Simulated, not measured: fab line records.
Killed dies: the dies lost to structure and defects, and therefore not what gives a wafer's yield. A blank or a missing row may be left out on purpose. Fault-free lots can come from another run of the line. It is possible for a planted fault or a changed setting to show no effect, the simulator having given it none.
fab line records	flow n5Finfet
record lots=7	wafers=39
route steps=1938 shown ZERO_LAYER@11 FIN_SAQP@96 SD_EPI_P@310 MOL_CONTACT_COAG@581
startH: hours from the record's first day to the start of the lot's first wafer shown	waitH: hours elapsed since this lot's preceding step	" same as the row above	L1.1+2: a row that stands for several wafers	- value missing, or start not given	* or withheld: withheld	< > ~ a bound
route shown NAME@n: a module of which the file shows steps, and the number in the route of the first	usual: the fault-free wafers' mean and standard deviation	same: alike in all rows	chamber/n: place in a boat	sites: each site's reading	_std_site: standard deviation of those values	_edge_site: the outer-site mean with the inner-site mean subtracted	radiusMm: for every site, how far away it sits from the centre of the wafer	mask NAME#n: copy n	behind: the last tool/chamber to shape the wafer	hold: why the lot went on hold/how many hours it stayed there/how the hold came to an end	device: whichever transistor did not switch (one of n, p or np)	end of line: the route-end tests of the same wafers	for a step that has no rows: nothing shown but its recipe	killed: the dies lost at the first sort to structure and to defects; this is not the yield of the wafer	map: a wafer's dies, x killed, . not, _ none there
set.NAME: the run value of the setting; set.NAME@STEP: its run value at that earlier step	model.NAME: the simulator's own value behind a step, which no gauge read
lots with deliberately changed settings; one table per step, one row per wafer
## steps
# step N5_ZERO_LAYER_DEVELOP_10
# recipe developTimeS=60	rinseLiquid=diw	dry=airSpin	devTempC=21
lot.wafer	tool	chamber	startH	waitH	set.developTimeS
L077.1+3+4	lithoTrack-02	0	-	-	41.92
L077.2+5+6	"	0	"	"	60
L078.1+2+5	lithoTrack-02	0	-	-	81.28
L078.3+4+6	"	0	"	"	60
L080.1+2+4	lithoTrack-02	0	-	-	60
L080.3+5+6	"	0	"	"	76.33
L082.1+4+6	lithoTrack-05	0	-	-	48.09
L082.2+3+5	"	0	"	"	60
L084.1+2+3+4+5+6	lithoTrack-05	0	-	-	60
L094.3+5+6	lithoTrack-02	0	-	-	60
L096.1+3+5	lithoTrack-01	0	-	-	76.64
L096.2+4+6	"	0	"	"	60
# step N5_ZERO_LAYER_HARDBAKE_23
# recipe tempC=130	timeS=120
# step N5_ZERO_LAYER_CD_MEAS_11
# recipe targetCdNm=2000	landingEnergyEv=500	detector=seInlens
# usual cdNm=1999.6/1.5
lot.wafer	tool	chamber	startH	waitH	set.developTimeS@ZERO_LAYER_DEVELOP_10	cdNm
L077.1	cdSem-01	0	30.66	-	41.92	1991.0
L077.2	"	0	"	"	60	1999.6
L077.3	"	0	"	"	41.92	1992.2
L077.4	"	0	"	"	41.92	1990.3
L077.5	"	0	"	"	60	1998.0
L077.6	"	0	"	"	60	1997.6
L078.1	cdSem-02	0	36.64	-	81.28	2008.8
L078.2	"	0	"	"	81.28	2008.0
L078.3	"	0	"	"	60	2001.3
L078.4	"	0	"	"	60	1999.7
L078.5	"	0	"	"	81.28	2007.6
L078.6	"	0	"	"	60	2000.6
L080.1	cdSem-01	0	48.66	-	60	1998.5
L080.2	"	0	"	"	60	1999.1
L080.3	"	0	"	"	76.33	2004.5
L080.4	"	0	"	"	60	1999.2
L080.5	"	0	"	"	76.33	2006.0
L080.6	"	0	"	"	76.33	2003.8
L082.1	cdSem-01	0	60.64	-	48.09	1992.9
L082.2	"	0	"	"	60	1997.6
L082.3	"	0	"	"	60	1999.5
L082.4	"	0	"	"	48.09	1995.1
L082.5	"	0	"	"	60	1999.8
L082.6	"	0	"	"	48.09	1994.2
L084.1	cdSem-03	0	72.77	-	60	1999.4
L084.2	"	0	"	"	60	1998.4
L084.3	"	0	"	"	60	1997.6
L084.4	"	0	"	"	60	2000.1
L084.5	"	0	"	"	60	2001.5
L084.6	"	0	"	"	60	1999.6
L094.3	cdSem-03	0	132.67	-	60	1999.8
L094.5	"	0	"	"	60	1998.8
L094.6	"	0	"	"	60	1999.1
L096.1	cdSem-02	0	144.95	-	76.64	2005.1
L096.2	"	0	"	"	60	2000.4
L096.3	"	0	"	"	76.64	2003.3
L096.4	"	0	"	"	60	1998.8
L096.5	"	0	"	"	76.64	2004.1
L096.6	"	0	"	"	60	1999.7
# step N5_FIN_SAQP_HM_DEP_03
# recipe material=SiNx	targetThkA=380	tempC=400	precursor=SiH4/NH3/N2	pressureTorr=1.5	rfW=300	timeS=33.6
lot.wafer	tool	chamber	startH	waitH	set.timeS	model.SiNx_of_FIN_SAQP_HM_DEP_03.thkNm
L077.1	pecvd-04	2	40.03	0.2	52.81	59.01
L077.2	"	1	"	"	33.6	37.95
L077.3	"	0	"	"	33.6	38.02
L077.4	"	2	"	"	33.6	38.04
L077.5	"	1	"	"	52.81	59.91
L077.6	"	0	"	"	52.81	60.1
L078.1	pecvd-01	1	44.56	0.2	33.6	37.62
L078.2	"	0	"	"	18.4	20.59
L078.3	"	0	"	"	18.4	20.65
L078.4	"	1	"	"	18.4	21.03
L078.5	"	0	"	"	33.6	38.05
L078.6	"	1	"	"	33.6	37.56
L080.1	pecvd-04	1	57.15	0.2	33.6	37.52
L080.2	"	2	"	"	33.6	37.8
L080.3	"	0	"	"	33.6	37.94
L080.4	"	2	"	"	33.6	38.3
L080.5	"	0	"	"	33.6	38.21
L080.6	"	1	"	"	33.6	37.9
L082.1	pecvd-01	0	68.93	0.2	26.04	29.56
L082.2	"	2	"	"	33.6	38.15
L082.3	"	1	"	"	33.6	37.78
L082.4	"	0	"	"	26.04	30.1
L082.5	"	2	"	"	26.04	29.84
L082.6	"	1	"	"	33.6	38.76
L084.1	pecvd-03	0	81.98	0.2	33.6	38.27
L084.2	"	2	"	"	15.96	18.63
L084.3	"	1	"	"	33.6	37.96
L084.4	"	2	"	"	33.6	39.15
L084.5	"	0	"	"	15.96	18.54
L084.6	"	1	"	"	15.96	18.73
L094.3	pecvd-03	1	140.82	0.1	33.6	38.03
L094.5	"	2	"	"	33.6	38.91
L094.6	"	1	"	"	33.6	38.74
L096.1	pecvd-04	0	154.15	0.2	33.6	37.99
L096.2+3	"	1,2	"	"	19.9	22.78
L096.4	"	1	"	"	33.6	38.72
L096.5	"	0	"	"	33.6	38.45
L096.6	"	2	"	"	19.9	23.43
# step N5_FIN_SAQP_THK_MEAS_05
# usual thkNm=38.1/0.46
lot.wafer	tool	chamber	startH	waitH	set.timeS@FIN_SAQP_HM_DEP_03	thkNm
L077.1	filmMetro-01	-	40.11	0.1	52.81	59.0
L077.2	"	-	"	"	33.6	37.9
L077.3	"	-	"	"	33.6	38.0
L077.4	"	-	"	"	33.6	38.0
L077.5	"	-	"	"	52.81	59.9
L077.6	"	-	"	"	52.81	60.1
L078.1	filmMetro-01	-	44.68	0.1	33.6	37.6
L078.2	"	-	"	"	18.4	20.5
L078.3	"	-	"	"	18.4	20.7
L078.4	"	-	"	"	18.4	21.0
L078.5	"	-	"	"	33.6	38.0
L078.6	"	-	"	"	33.6	37.5
L080.1	filmMetro-01	-	57.24	0.1	33.6	37.5
L080.2	"	-	"	"	33.6	37.8
L080.3	"	-	"	"	33.6	37.9
L080.4	"	-	"	"	33.6	38.3
L080.5	"	-	"	"	33.6	38.2
L080.6	"	-	"	"	33.6	37.9
L082.1	filmMetro-01	-	69.02	0.1	26.04	29.6
L082.2	"	-	"	"	33.6	38.2
L082.3	"	-	"	"	33.6	37.8
L082.4	"	-	"	"	26.04	30.1
L082.5	"	-	"	"	26.04	29.9
L082.6	"	-	"	"	33.6	38.8
L084.1	filmMetro-02	-	82.06	0.1	33.6	38.2
L084.2	"	-	"	"	15.96	18.7
L084.3	"	-	"	"	33.6	37.9
L084.4	"	-	"	"	33.6	39.1
L084.5	"	-	"	"	15.96	18.5
L084.6	"	-	"	"	15.96	18.7
L094.3	filmMetro-02	-	140.91	0.1	33.6	38.0
L094.5	"	-	"	"	33.6	38.9
L094.6	"	-	"	"	33.6	38.7
L096.1	filmMetro-01	-	154.24	0.1	33.6	37.9
L096.2	"	-	"	"	19.9	22.8
L096.3	"	-	"	"	19.9	22.8
L096.4	"	-	"	"	33.6	38.7
L096.5	"	-	"	"	33.6	38.5
L096.6	"	-	"	"	19.9	23.4
# step N5_FIN_SAQP_PECVD_47
# recipe material=a-Si	targetThkA=450	tempC=400	precursor=SiH4/He	pressureTorr=3	rfW=100	timeS=36.3
# step N5_FIN_SAQP_PECVD_48
# recipe material=SiNx	targetThkA=250	tempC=400	precursor=SiH4/NH3/N2	pressureTorr=1.5	rfW=300	timeS=22.1
# step N5_FIN_SAQP_MANDREL2_REMOVE_60
# recipe chemistry=HBr/Cl2/O2	btTimeS=10	target=a-Si	stopOn=SiNx	endpoint=OES-SiCl	overEtchFrac=1	icpW=600	biasW=22	HBr_flow_sccm=150	Cl2_flow_sccm=80	O2_flow_sccm=5	pressureMtorr=10
# step N5_FIN_SAQP_HM_OPEN_33
# recipe chemistry=CH3F/O2	target=SiNx	maskMaterial=SiO2	targetDepthA=494	timeS=70.6	pressureMtorr=30	sourceW=395	biasW=73	Ar_flow_sccm=150	CH3F_flow_sccm=30	O2_flow_sccm=20	ionEnergyEv=120	ends=cleared
# usual etchRfOnTimeS=69.2/1
lot.wafer	tool	chamber	startH	waitH	set.timeS@FIN_SAQP_HM_DEP_03	etchRfOnTimeS	model.etch.depthNm
L077.1	rieDiel-02	0	44.85	0.0	52.81	106.1	58.27
L077.2	"	2	"	"	33.6	69.4	37.29
L077.3	"	1	"	"	33.6	68.5	37.39
L077.4	"	3	"	"	33.6	68.8	37.31
L077.5	"	0	"	"	52.81	108.0	59.18
L077.6	"	1	"	"	52.81	107.8	59.44
L078.1	rieDiel-01	1	50.12	0.2	33.6	69.8	37
L078.2	"	0	"	"	18.4	37.7	19.93
L078.3	"	2	"	"	18.4	37.3	19.92
L078.4	"	1	"	"	18.4	38.0	20.29
L078.5	"	0	"	"	33.6	70.8	37.32
L078.6	"	2	"	"	33.6	68.5	36.9
L080.1	rieDiel-03	3	62.45	0.1	33.6	68.6	36.89
L080.2	"	1	"	"	33.6	68.1	37.07
L080.3	"	2	"	"	33.6	68.5	37.2
L080.4	"	0	"	"	33.6	70.5	37.64
L080.5	"	2	"	"	33.6	69.3	37.59
L080.6	"	3	"	"	33.6	69.0	37.24
L082.1	rieDiel-01	3	74.34	0.2	26.04	52.5	28.84
L082.2	"	0	"	"	33.6	69.5	37.49
L082.3	"	2	"	"	33.6	68.5	37.16
L082.4	"	2	"	"	26.04	53.7	29.36
L082.5	"	3	"	"	26.04	53.2	29.21
L082.6	"	0	"	"	33.6	70.9	38.1
L084.1	rieDiel-03	0	89.31	0.0	33.6	71.0	37.65
L084.2	"	3	"	"	15.96	33.3	18
L084.3	"	1	"	"	33.6	69.4	37.33
L084.4	"	2	"	"	33.6	70.4	38.47
L084.5	"	3	"	"	15.96	33.3	17.91
L084.6	"	2	"	"	15.96	33.1	18.1
L094.3	rieDiel-02	1	147.65	0.2	33.6	68.0	37.37
L094.5	"	0	"	"	33.6	70.0	38.29
L094.6	"	1	"	"	33.6	69.4	38
L096.1	rieDiel-02	2	158.63	0.0	33.6	68.9	37.33
L096.2	"	0	"	"	19.9	40.8	22.15
L096.3	"	3	"	"	19.9	41.2	22.05
L096.4	"	1	"	"	33.6	70.0	37.98
L096.5	"	1	"	"	33.6	69.4	37.72
L096.6	"	0	"	"	19.9	41.7	22.77
# step N5_SD_EPI_P_ETCHBACK_46
# recipe chemistry=CH3F/O2	mode=anisotropicEtchback	target=SiNx	targetDepthA=175	stopOn=SiO2	overEtchFrac=0.3	ionEnergyEv=120	pressureMtorr=30	sourceW=395	biasW=73	Ar_flow_sccm=150	CH3F_flow_sccm=30	O2_flow_sccm=20
lot.wafer	tool	chamber	startH	waitH	set.targetDepthA	model.SiARC_of_SD_EPI_P_COAT_35.thkNm
L077.1	rieDiel-05	2	72.41	0.0	143.7	16.2
L077.2+3	"	3,1	"	"	175	15.2
L077.4+5	"	0	"	"	143.7	16.6
L077.6	"	3	"	"	175	15.6
L078.1+5	rieDiel-05	3,2	78.59	0.0	175	15
L078.2	"	1	"	"	205.2	14
L078.3+6	"	2,1	"	"	205.2	14.2
L078.4	"	0	"	"	175	15.6
L080.1	rieDiel-04	1	90.40	0.0	271.4	12.6
L080.2	"	2	"	"	175	15.6
L080.3	"	0	"	"	175	14.6
L080.4	"	0	"	"	271.4	12
L080.5	"	2	"	"	271.4	13
L080.6	"	1	"	"	175	15.2
L082.1	rieDiel-05	0	101.93	0.0	175	15.6
L082.2+4	"	2,3	"	"	175	15
L082.3+6	"	1	"	"	175	14.8
L082.5	"	2	"	"	175	15.2
L084.1+4	rieDiel-05	2,3	118.70	0.0	175	15.2
L084.2	"	0	"	"	220.4	14.4
L084.3	"	1	"	"	220.4	13.6
L084.5	"	0	"	"	175	15.6
L084.6	"	3	"	"	220.4	14
L094.3+5	rieDiel-04	3	178.78	0.0	175	15.6
L094.6	"	2	"	"	175	14.8
L096.1+5	rieDiel-05	3	187.57	0.0	175	15.2
L096.2+3	"	1,2	"	"	175	15
L096.4	"	0	"	"	175	15.6
L096.6	"	0	"	"	175	15.8
# step N5_SD_EPI_P_ETCH_47
# recipe chemistry=CH3F/O2	target=SiOCN	targetDepthA=250	maskMaterial=SOC	ionEnergyEv=60	biasW=29	pressureMtorr=30	sourceW=410	Ar_flow_sccm=150	CH3F_flow_sccm=30	O2_flow_sccm=20
# step N5_SD_EPI_P_ETCH_16
# recipe chemistry=CHF3/O2	target=SiO2	targetDepthA=50	maskMaterial=SOC	pressureMtorr=30	sourceW=650	biasW=170	Ar_flow_sccm=200	CHF3_flow_sccm=50	O2_flow_sccm=5	ionEnergyEv=200
lot.wafer	tool	chamber	startH	waitH	set.targetDepthA@SD_EPI_P_ETCHBACK_46	model.SiARC_of_SD_EPI_P_COAT_35.thkNm
L077.1	rieDiel-05	2	72.61	0.1	143.7	12.6
L077.2+3	"	3,1	"	"	175	11.6
L077.4+5	"	0	"	"	143.7	13
L077.6	"	3	"	"	175	12
L078.1+5	rieDiel-05	3,2	78.79	0.1	175	11.4
L078.2	"	1	"	"	205.2	10.4
L078.3+6	"	2,1	"	"	205.2	10.6
L078.4	"	0	"	"	175	12
L080.1	rieDiel-04	1	90.60	0.1	271.4	9.2
L080.2	"	2	"	"	175	12.2
L080.3	"	0	"	"	175	10.8
L080.4	"	0	"	"	271.4	8.4
L080.5	"	2	"	"	271.4	9.6
L080.6	"	1	"	"	175	11.6
L082.1	rieDiel-05	0	102.13	0.1	175	12.2
L082.2+4	"	2,3	"	"	175	11.6
L082.3+6	"	1	"	"	175	11.4
L082.5	"	2	"	"	175	11.8
L084.1+4	rieDiel-05	2,3	118.90	0.1	175	11.6
L084.2	"	0	"	"	220.4	11
L084.3	"	1	"	"	220.4	10
L084.5	"	0	"	"	175	12
L084.6	"	3	"	"	220.4	10.4
L094.3+5	rieDiel-04	3	178.98	0.1	175	12
L094.6	"	2	"	"	175	11.2
L096.1	rieDiel-05	3	187.77	0.1	175	11.8
L096.2	"	1	"	"	175	11.4
L096.3+5	"	2,3	"	"	175	11.6
L096.4+6	"	0	"	"	175	12.2
# step N5_MOL_CONTACT_COAG_ETCH_91
# recipe chemistry=N2/H2	target=SOC	targetDepthA=600	overetchA=210	maskMaterial=SiARC	tempC=40	timeS=101.2	ionEnergyEv=200	pressureMtorr=30	sourceW=840	biasW=150	n2FlowSccm=200	h2FlowSccm=200
lot.wafer	tool	chamber	startH	waitH	set.timeS	model.SiARC_of_MOL_CONTACT_COAG_COAT_76.thkNm
L077.1	rieDiel-01	3	115.44	0.0	101.2	5.6
L077.2+3	"	2,0	"	"	155.3	3.6
L077.4+6	"	1,0	"	"	101.2	5.8
L077.5	"	1	"	"	155.3	3.4
L078.1+2	rieDiel-02	0,3	126.57	0.0	132.2	4.6
L078.3+4+5	"	1,3,1	"	"	101.2	5.8
L078.6	"	0	"	"	132.2	4.4
L080.1+2+3+4+5+6	rieDiel-02	2,1,0,3,1,2	133.31	0.0	101.2	5.8
L082.1+2+4	rieDiel-01	3,1,2	145.07	0.0	84.54	6.6
L082.3	"	2	"	"	101.2	6
L082.5+6	"	3,1	"	"	101.2	5.8
L084.1+3	rieDiel-03	1,2	166.97	0.0	101.2	5.8
L084.2	"	3	"	"	101.2	6
L084.4	"	3	"	"	154.3	3.8
L084.5+6	"	1,2	"	"	154.3	3.6
L094.3+5+6	rieDiel-01	3,0,3	222.49	0.0	101.2	5.8
L096.1+2+3+4+5+6	rieDiel-02	0,3,2,1,2,3	229.81	0.0	101.2	5.8
## key
split step=N5_ZERO_LAYER_DEVELOP_10	setting=developTimeS	stated=60	by=wafer
response step=N5_ZERO_LAYER_CD_MEAS_11	reading=cdNm	change=+0.213	per=1%	r=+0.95
split step=N5_FIN_SAQP_HM_DEP_03	setting=timeS	stated=33.6	by=wafer
response step=N5_FIN_SAQP_HM_DEP_03	reading=model.SiNx_of_FIN_SAQP_HM_DEP_03.thkNm	change=+0.377	per=1%	r=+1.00
response step=N5_FIN_SAQP_THK_MEAS_05	reading=thkNm	change=*	per=1%	r=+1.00
response step=N5_FIN_SAQP_HM_OPEN_33	reading=etchRfOnTimeS	change=*	per=1%	r=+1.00
response step=N5_FIN_SAQP_HM_OPEN_33	reading=model.etch.depthNm	change=+0.377	per=1%	r=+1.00
split step=N5_SD_EPI_P_ETCHBACK_46	setting=targetDepthA	stated=175	by=wafer
response step=N5_SD_EPI_P_ETCHBACK_46	reading=model.SiARC_of_SD_EPI_P_COAT_35.thkNm	change=-0.0501	per=1%	r=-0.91
response step=N5_SD_EPI_P_ETCH_16	reading=model.SiARC_of_SD_EPI_P_COAT_35.thkNm	change=-0.048	per=1%	r=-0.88
split step=N5_MOL_CONTACT_COAG_ETCH_91	setting=timeS	stated=101.2	by=wafer
response step=N5_MOL_CONTACT_COAG_ETCH_91	reading=model.SiARC_of_MOL_CONTACT_COAG_COAT_76.thkNm	change=-0.0416	per=1%	r=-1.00
